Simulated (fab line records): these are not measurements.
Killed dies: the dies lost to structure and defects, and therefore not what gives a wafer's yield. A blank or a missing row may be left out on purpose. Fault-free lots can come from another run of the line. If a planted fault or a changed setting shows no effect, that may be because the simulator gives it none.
Chamber matching || flow n5 finfet || N5_BEOL_M13_ETCH_38 on rie diel-01 has 4 sister chambers
The step etches SiCN in CF4/N2, target depth 67.5 nm, time 71.9 s. 8 wafers are shown with their chamber, then 8 later ones without.

## EACH WAFER AND ITS CHAMBER
{"wafer": "L074.5", "chamber": 3, "showerhead plenum p Torr (Torr)": 2.21, "throttle valve pct (%)": 15.43}
{"wafer": "L081.3", "chamber": 0, "showerhead plenum p Torr (Torr)": 2.26, "throttle valve pct (%)": 15.45}
{"wafer": "L081.6", "chamber": 2, "showerhead plenum p Torr (Torr)": 2.13, "throttle valve pct (%)": 15.57}
{"wafer": "L088.1", "chamber": 2, "showerhead plenum p Torr (Torr)": 2.13, "throttle valve pct (%)": 15.58}
{"wafer": "L090.3", "chamber": 3, "showerhead plenum p Torr (Torr)": 2.20, "throttle valve pct (%)": 15.47}
{"wafer": "L090.4", "chamber": 0, "showerhead plenum p Torr (Torr)": 2.25, "throttle valve pct (%)": 15.48}
{"wafer": "L090.5", "chamber": 1, "showerhead plenum p Torr (Torr)": 2.14, "throttle valve pct (%)": 15.28}
{"wafer": "L089.1", "chamber": 1, "showerhead plenum p Torr (Torr)": 2.14, "throttle valve pct (%)": 15.27}

## WAFERS WITH NO CHAMBER GIVEN
{"wafer": "L089.2", "showerhead plenum p Torr (Torr)": 2.20, "throttle valve pct (%)": 15.49}
{"wafer": "L089.6", "showerhead plenum p Torr (Torr)": 2.25, "throttle valve pct (%)": 15.46}
{"wafer": "L095.1", "showerhead plenum p Torr (Torr)": 2.12, "throttle valve pct (%)": 15.62}
{"wafer": "L095.3", "showerhead plenum p Torr (Torr)": 2.25, "throttle valve pct (%)": 15.47}
{"wafer": "L095.6", "showerhead plenum p Torr (Torr)": 2.12, "throttle valve pct (%)": 15.61}
{"wafer": "L097.1", "showerhead plenum p Torr (Torr)": 2.14, "throttle valve pct (%)": 15.30}
{"wafer": "L097.4", "showerhead plenum p Torr (Torr)": 2.19, "throttle valve pct (%)": 15.52}
{"wafer": "L097.6", "showerhead plenum p Torr (Torr)": 2.25, "throttle valve pct (%)": 15.49}

## WHICH CHAMBER EACH WENT THROUGH
{"wafer": "L089.2", "from the rows above": 3, "in truth": 3}
{"wafer": "L089.6", "from the rows above": 0, "in truth": 0}
{"wafer": "L095.1", "from the rows above": 2, "in truth": 2}
{"wafer": "L095.3", "from the rows above": 0, "in truth": 0}
{"wafer": "L095.6", "from the rows above": 2, "in truth": 2}
{"wafer": "L097.1", "from the rows above": 1, "in truth": 1}
{"wafer": "L097.4", "from the rows above": 3, "in truth": 3}
{"wafer": "L097.6", "from the rows above": 0, "in truth": 0}
Correctly placed: 8 of 8. From these rows, 0 cannot be placed. Placed wrongly: 0.
How it was worked out, from the rows above alone: a wafer's distance from a chamber is the root of the sum, over the readings, of the square of ((its reading less the chamber's mean) divided by the reading's scatter). If the next closest chamber is less than 2 further off than the closest, the wafer can't be placed; otherwise it belongs to the closest. The mean given for a chamber averages the wafers shown for that chamber. How the scatter is found: for the shown wafers, subtract from each reading the mean of its chamber, square and add these, divide the total by (wafers less chambers), then take the root.
